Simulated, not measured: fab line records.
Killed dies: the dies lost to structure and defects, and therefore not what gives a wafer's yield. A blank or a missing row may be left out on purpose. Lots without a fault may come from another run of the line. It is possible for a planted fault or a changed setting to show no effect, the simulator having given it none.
Split-lot study || flow n5Finfet || 21 wafers read across 7 lots, on a route 1938 steps long

## ON THE SPLIT
At N5_BEOL_M4_COAT_73 (time 60 s, resist thk 5 nm), the setting spinRpm was moved away from the recipe's 1500 rpm on 5 of the 21 wafers read, by -7.5% to +2.9%. For the rest of the wafers, this setting stayed at what the recipe calls for.

## FROM THE SPLIT TO THE READING: what the file shows between them, 5 steps
- N5_BEOL_M4_EXPOSE_08: exposes mask M4 (also split here: doseMj)
- N5_BEOL_M4_PEB_09: peb time 60 s
- N5_BEOL_M4_DEVELOP_10: develop time 30 s
- N5_BEOL_M4_CD_MEAS_11: target cd 16.79 nm
- N5_BEOL_M4_DESCUM_16: chemistry O2, time 7 s

## THE READING
etch.depthNm (the simulator's own value, which no gauge read), in nm, at N5_BEOL_M4_ETCH_74 (etches underlayer in N2/H2, target depth 6.5 nm, time 5.2 s). The file gives no usual value for it. Average 5.000 nm, standard deviation 0.01 nm, over the 16 wafers here run with the recipe.

{"wafer": "L077.3", "tool, chamber at the split": "lithoTrack-04, 0", "spinRpm as run, rpm": 1500, "against the recipe": "recipe", "etch.depthNm, nm": 5.005, "against lot-mates on the recipe": "-"}
{"wafer": "L077.5", "tool, chamber at the split": "lithoTrack-04, 0", "spinRpm as run, rpm": 1500, "against the recipe": "recipe", "etch.depthNm, nm": 5.009, "against lot-mates on the recipe": "-"}
{"wafer": "L077.6", "tool, chamber at the split": "lithoTrack-04, 0", "spinRpm as run, rpm": 1500, "against the recipe": "recipe", "etch.depthNm, nm": 4.988, "against lot-mates on the recipe": "-"}
{"wafer": "L078.1", "tool, chamber at the split": "lithoTrack-03, 0", "spinRpm as run, rpm": 1500, "against the recipe": "recipe", "etch.depthNm, nm": 4.974, "against lot-mates on the recipe": "-"}
{"wafer": "L078.2", "tool, chamber at the split": "lithoTrack-03, 0", "spinRpm as run, rpm": 1500, "against the recipe": "recipe", "etch.depthNm, nm": 4.991, "against lot-mates on the recipe": "-"}
{"wafer": "L078.3", "tool, chamber at the split": "lithoTrack-03, 0", "spinRpm as run, rpm": 1500, "against the recipe": "recipe", "etch.depthNm, nm": 4.992, "against lot-mates on the recipe": "-"}
{"wafer": "L083.4", "tool, chamber at the split": "lithoTrack-05, 0", "spinRpm as run, rpm": 1388, "against the recipe": "-7.5%", "etch.depthNm, nm": 5.215, "against lot-mates on the recipe": "+0.200"}
{"wafer": "L083.5", "tool, chamber at the split": "lithoTrack-05, 0", "spinRpm as run, rpm": 1500, "against the recipe": "recipe", "etch.depthNm, nm": 5.015, "against lot-mates on the recipe": "-"}
{"wafer": "L083.6", "tool, chamber at the split": "lithoTrack-05, 0", "spinRpm as run, rpm": 1388, "against the recipe": "-7.5%", "etch.depthNm, nm": 5.183, "against lot-mates on the recipe": "+0.168"}
{"wafer": "L086.1", "tool, chamber at the split": "lithoTrack-03, 0", "spinRpm as run, rpm": 1500, "against the recipe": "recipe", "etch.depthNm, nm": 4.995, "against lot-mates on the recipe": "-"}
{"wafer": "L086.4", "tool, chamber at the split": "lithoTrack-03, 0", "spinRpm as run, rpm": 1500, "against the recipe": "recipe", "etch.depthNm, nm": 5.001, "against lot-mates on the recipe": "-"}
{"wafer": "L086.5", "tool, chamber at the split": "lithoTrack-03, 0", "spinRpm as run, rpm": 1500, "against the recipe": "recipe", "etch.depthNm, nm": 5.006, "against lot-mates on the recipe": "-"}
{"wafer": "L088.2", "tool, chamber at the split": "lithoTrack-04, 0", "spinRpm as run, rpm": 1544, "against the recipe": "+2.9%", "etch.depthNm, nm": 4.928, "against lot-mates on the recipe": -0.081}
{"wafer": "L088.3", "tool, chamber at the split": "lithoTrack-04, 0", "spinRpm as run, rpm": 1500, "against the recipe": "recipe", "etch.depthNm, nm": 5.009, "against lot-mates on the recipe": "-"}
{"wafer": "L088.5", "tool, chamber at the split": "lithoTrack-04, 0", "spinRpm as run, rpm": 1544, "against the recipe": "+2.9%", "etch.depthNm, nm": 4.913, "against lot-mates on the recipe": -0.096}
{"wafer": "L087.1", "tool, chamber at the split": "lithoTrack-03, 0", "spinRpm as run, rpm": 1500, "against the recipe": "recipe", "etch.depthNm, nm": 5.007, "against lot-mates on the recipe": "-"}
{"wafer": "L087.4", "tool, chamber at the split": "lithoTrack-03, 0", "spinRpm as run, rpm": 1500, "against the recipe": "recipe", "etch.depthNm, nm": 5.005, "against lot-mates on the recipe": "-"}
{"wafer": "L087.6", "tool, chamber at the split": "lithoTrack-03, 0", "spinRpm as run, rpm": 1405, "against the recipe": "-6.3%", "etch.depthNm, nm": 5.184, "against lot-mates on the recipe": "+0.178"}
{"wafer": "L092.2", "tool, chamber at the split": "lithoTrack-03, 0", "spinRpm as run, rpm": 1500, "against the recipe": "recipe", "etch.depthNm, nm": 5.005, "against lot-mates on the recipe": "-"}
{"wafer": "L092.3", "tool, chamber at the split": "lithoTrack-03, 0", "spinRpm as run, rpm": 1500, "against the recipe": "recipe", "etch.depthNm, nm": 4.993, "against lot-mates on the recipe": "-"}
{"wafer": "L092.5", "tool, chamber at the split": "lithoTrack-03, 0", "spinRpm as run, rpm": 1500, "against the recipe": "recipe", "etch.depthNm, nm": 5.009, "against lot-mates on the recipe": "-"}

FIT RESULTS
A straight line over all 21 wafers: etch.depthNm changes by -0.0272 nm for each +1% of spinRpm; r = -0.99; the points scatter about the line by 0.011 nm.
The same after taking each lot's own level away (the mean of its wafers on the recipe; 21 wafers): -0.0262 nm for each +1%; r = -0.99; scatter 0.01 nm.
On that fit, the largest move of spinRpm shifts the reading by 0.2 nm.
From 4.9857 to 5.0150 nm: that is the span of the lots' own levels, equal to 2.9 times the standard deviation above.
So the lot-to-lot level changes the slope little: the two slopes agree.
Check: +0.191 nm against its lot-mates is what the line predicts for one of the wafers moved furthest among these (-7.5%) when that wafer is left out of the fit. It came out at +0.2 nm against them.

## ADDITIONAL SPLITS CARRIED BY THESE WAFERS
These wafers also went through other splits before the reading. Each is held against what the fit with the lots' levels taken away leaves over:
{"other split on the same wafers": "N5_BEOL_M2_COAT_68 spinRpm", "wafers away from the commonest value": 6, "r with etch.depthNm (lot level and that fit taken away)": -0.18}
{"other split on the same wafers": "N5_BEOL_M2_ETCHBACK_99 timeS", "wafers away from the commonest value": 9, "r with etch.depthNm (lot level and that fit taken away)": -0.01}
{"other split on the same wafers": "N5_BEOL_M2_TRENCH_ETCH_37 sourceW", "wafers away from the commonest value": 8, "r with etch.depthNm (lot level and that fit taken away)": -0.10}
{"other split on the same wafers": "N5_BEOL_M3_EXPOSE_25 doseMj", "wafers away from the commonest value": 7, "r with etch.depthNm (lot level and that fit taken away)": "+0.25"}
{"other split on the same wafers": "N5_BEOL_M4_EXPOSE_08 doseMj", "wafers away from the commonest value": 6, "r with etch.depthNm (lot level and that fit taken away)": "+0.12"}

## FILE'S OWN FIT
etch.depthNm changes by -0.0264 nm for each +1% of spinRpm, r = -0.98.
